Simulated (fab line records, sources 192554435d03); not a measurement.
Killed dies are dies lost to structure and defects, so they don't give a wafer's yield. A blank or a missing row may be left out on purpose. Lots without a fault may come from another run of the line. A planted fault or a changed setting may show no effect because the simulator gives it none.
Which tool did it? | flow n5_finfet | 11 lots, 33 wafers sampled, at 4 steps of a route of 1938

WHAT THE GAUGES READ, wafer by wafer
N5_BEOL_M11_CD_MEAS_11: target cd 64.1 nm. Usual: cd_nm 64.1 nm, standard deviation 0.51.
lot  | measured     | on        | cd_nm (nm)     | flag
L572 | day 10 15:20 | cd_sem-02 | 64.0 63.9 64.4 |
L571 | day 10 17:37 | cd_sem-01 | 63.8 64.1 64.6 |
L573 | day 11 02:15 | cd_sem-02 | 63.9 64.3 63.6 |
L575 | day 11 11:18 | cd_sem-02 | 63.6 63.5 64.2 |
L576 | day 11 15:12 | cd_sem-03 | 63.6 64.0 63.4 |
L577 | day 12 07:43 | cd_sem-02 | 64.2 63.3 64.0 |
L579 | day 12 12:42 | cd_sem-03 | 64.0 64.2 63.7 |
L581 | day 13 17:19 | cd_sem-02 | 64.4 64.6 65.6 |
L588 | day 15 01:18 | cd_sem-03 | 64.5 64.4 64.2 |
L586 | day 15 08:05 | cd_sem-02 | 64.6 65.0 64.2 |
L591 | day 16 07:31 | cd_sem-03 | 63.6 63.6 63.4 |

WHICH TOOL RAN EACH LOT (tool, then ch and the chambers of the sampled wafers, then the start)
lot  | N5_BEOL_M10_VIA_ETCH_34            | N5_BEOL_M10_CMP_52            | N5_BEOL_M11_COAT_60
L572 | rie_diel-01 ch 2,3, day 10 08:49   | cmp-01 ch 0,2, day 10 11:11   | litho_track-04 ch 0, day 10 15:05
L571 | rie_diel-06 ch 0,2,3, day 10 11:33 | cmp-03 ch 0,1,3, day 10 15:26 | litho_track-01 ch 0, day 10 17:15
L573 | rie_diel-02 ch 1,2,3, day 10 21:55 | cmp-02 ch 0,1,3, day 11 00:09 | litho_track-05 ch 0, day 11 01:53
L575 | rie_diel-02 ch 2,3, day 11 06:05   | cmp-01 ch 2,3, day 11 08:49   | litho_track-05 ch 0, day 11 10:56
L576 | rie_diel-01 ch 1,3, day 11 10:04   | cmp-02 ch 0,3, day 11 12:28   | litho_track-05 ch 0, day 11 14:50
L577 | rie_diel-06 ch 0,1,2, day 12 01:47 | cmp-01 ch 1,3, day 12 05:28   | litho_track-04 ch 0, day 12 07:20
L579 | rie_diel-06 ch 0,1,2, day 12 08:23 | cmp-02 ch 0,2,3, day 12 10:26 | litho_track-04 ch 0, day 12 12:20
L581 | rie_diel-06 ch 0,2,3, day 13 11:57 | cmp-03 ch 0,1,2, day 13 13:59 | litho_track-01 ch 0, day 13 16:57
L588 | rie_diel-02 ch 0,1, day 14 19:46   | cmp-02 ch 0,2,3, day 14 22:08 | litho_track-04 ch 0, day 15 01:04
L586 | rie_diel-01 ch 1,2,3, day 15 02:17 | cmp-02 ch 1,3, day 15 05:22   | litho_track-04 ch 0, day 15 07:44
L591 | rie_diel-02 ch 2,3, day 15 23:50   | cmp-02 ch 0,1,2, day 16 03:05 | litho_track-05 ch 0, day 16 07:09
- N5_BEOL_M10_VIA_ETCH_34: etches SiCOH lowk in C4F6/O2, target depth 184.5 nm, time 69.2 s.
- N5_BEOL_M10_CMP_52: polishes, stops on SiCOH lowk, t overpolish 7 s, target thk 140 nm.
- N5_BEOL_M11_COAT_60: time 60 s, resist thk 30 nm.

WHAT THE TOOLS THEMSELVES READ (means of the sampled wafers that have a number; where no wafer has one, the mark that the record gives instead)
N5_BEOL_M10_VIA_ETCH_34. Usual: drypump_motor_current_A 5.6 A, standard deviation 0.52; oes_product_au 0.81 a.u., standard deviation 0.053; rf_fwd_power_W 342.3 W, standard deviation 1.2; rf_vpp_V 664 V, standard deviation 7.1; showerhead_plenum_p_Torr 2.87 Torr, standard deviation 0.11; throttle_valve_pct 20.83 %, standard deviation 0.14.
lot  | tool        | drypump_motor_current_A (A) | oes_product_au (a.u.) | rf_fwd_power_W (W) | rf_vpp_V (V) | showerhead_plenum_p_Torr (Torr) | throttle_valve_pct (%) | flag
L572 | rie_diel-01 | 5.9                         | 0.86                  | 341.1              | 664          | 2.77                            | 20.81                  |
L571 | rie_diel-06 | 5.3                         | 0.85                  | 343.5              | 674          | 3.00                            | 20.89                  |
L573 | rie_diel-02 | 5.4                         | 0.80                  | 341.4              | 659          | 2.86                            | 20.75                  |
L575 | rie_diel-02 | 5.0                         | 0.79                  | 342.0              | 660          | 2.82                            | 20.89                  |
L576 | rie_diel-01 | 5.6                         | 0.76                  | 342.6              | 666          | 2.77                            | 20.94                  |
L577 | rie_diel-06 | 5.8                         | 0.82                  | 341.8              | 669          | 2.91                            | 20.95                  |
L579 | rie_diel-06 | 5.8                         | 0.82                  | 342.2              | 670          | 2.91                            | 20.94                  |
L581 | rie_diel-06 | 5.3                         | 0.84                  | 342.8              | 674          | 2.99                            | 20.93                  |
L588 | rie_diel-02 | 5.7                         | 0.77                  | 341.9              | 659          | 2.85                            | 20.66                  |
L586 | rie_diel-01 | 5.8                         | 0.85                  | 342.2              | 662          | 2.76                            | 20.82                  |
L591 | rie_diel-02 | 5.1                         | 0.76                  | 342.6              | 659          | 2.80                            | 20.94                  |

N5_BEOL_M10_CMP_52. Usual: barrier_field_endpoint_s 28.8 s, standard deviation 0.74; motor_current_A 6.1 A, standard deviation 1; overpolish_run_s 6.999 s, standard deviation 0.0093; time_to_endpoint_s 66 s, standard deviation 3.6.
lot  | tool   | barrier_field_endpoint_s (s) | motor_current_A (A) | overpolish_run_s (s) | time_to_endpoint_s (s) | flag
L572 | cmp-01 | 29.4                         | 7.8                 | 6.996                | 64                     |
L571 | cmp-03 | 29.3                         | 5.5                 | 7.005                | 70                     |
L573 | cmp-02 | 28.3                         | 5.4                 | 7.008                | 62                     |
L575 | cmp-01 | 27.8                         | 6.3                 | 6.998                | 63                     |
L576 | cmp-02 | 28.8                         | 5.6                 | 6.999                | 63                     |
L577 | cmp-01 | 27.6                         | 5.6                 | 7.000                | 63                     |
L579 | cmp-02 | 28.5                         | 5.8                 | 6.997                | 66                     |
L581 | cmp-03 | 28.9                         | 5.8                 | 7.002                | 70                     |
L588 | cmp-02 | 29.3                         | 5.9                 | 7.005                | 67                     |
L586 | cmp-02 | 29.9                         | 5.4                 | 6.984                | 69                     |
L591 | cmp-02 | 28.4                         | 5.9                 | 6.994                | 65                     |

N5_BEOL_M11_COAT_60. Usual: spin_speed_rpm 1500.1 rpm, standard deviation 0.94.
lot  | tool           | spin_speed_rpm (rpm) | flag
L572 | litho_track-04 | 1500.8               |
L571 | litho_track-01 | 1500.1               |
L573 | litho_track-05 | 1500.3               |
L575 | litho_track-05 | 1499.9               |
L576 | litho_track-05 | 1500.1               |
L577 | litho_track-04 | 1499.8               |
L579 | litho_track-04 | 1501.3               |
L581 | litho_track-01 | 1500.1               |
L588 | litho_track-04 | 1645.2               | OFF
L586 | litho_track-04 | 1644.8               | OFF
L591 | litho_track-05 | 1498.8               |

THE ANSWER, worked out from the rows above alone
Rule: a lot is off if the mean of its wafers that have a number lies more than 3 standard deviations from the usual mean. A lot without any number at a reading at which 4 lots or more have one is off too. The other lots that the step has rows for count as sound. The gauges are gone through in route order, then the tools' own readings, and for those a lot's mean is taken as printed above. The first step at which some lot is off is used, and at that step the reading that is off furthest; a lot without a number counts as furthest.
Off: L588, L586, at N5_BEOL_M11_COAT_60 (spin_speed_rpm).
A tool fits if, at that step or a process step before it, it ran every lot that is off, and no sound lot after the first of them. One fits: litho_track-04 at N5_BEOL_M11_COAT_60. Its last sound lot is L579 (day 12 12:20), its first lot that is off L588 (day 15 01:04): a fault that began between those two fits.
The tool's own readings at N5_BEOL_M11_COAT_60 bear it out: on the lots that are off they differ by more than 5 times the standard deviation of the sound lots' means. spin_speed_rpm reads 1645.0 rpm there against 1500.1 rpm on the sound lots.

WHAT THE SIMULATOR HAD PUT IN
Process parameter drift: litho_track-04, from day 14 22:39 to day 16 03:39, at N5_BEOL_M11_COAT_60. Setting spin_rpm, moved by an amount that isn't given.
Lots struck among those shown: L588, L586. The rule above found the same.
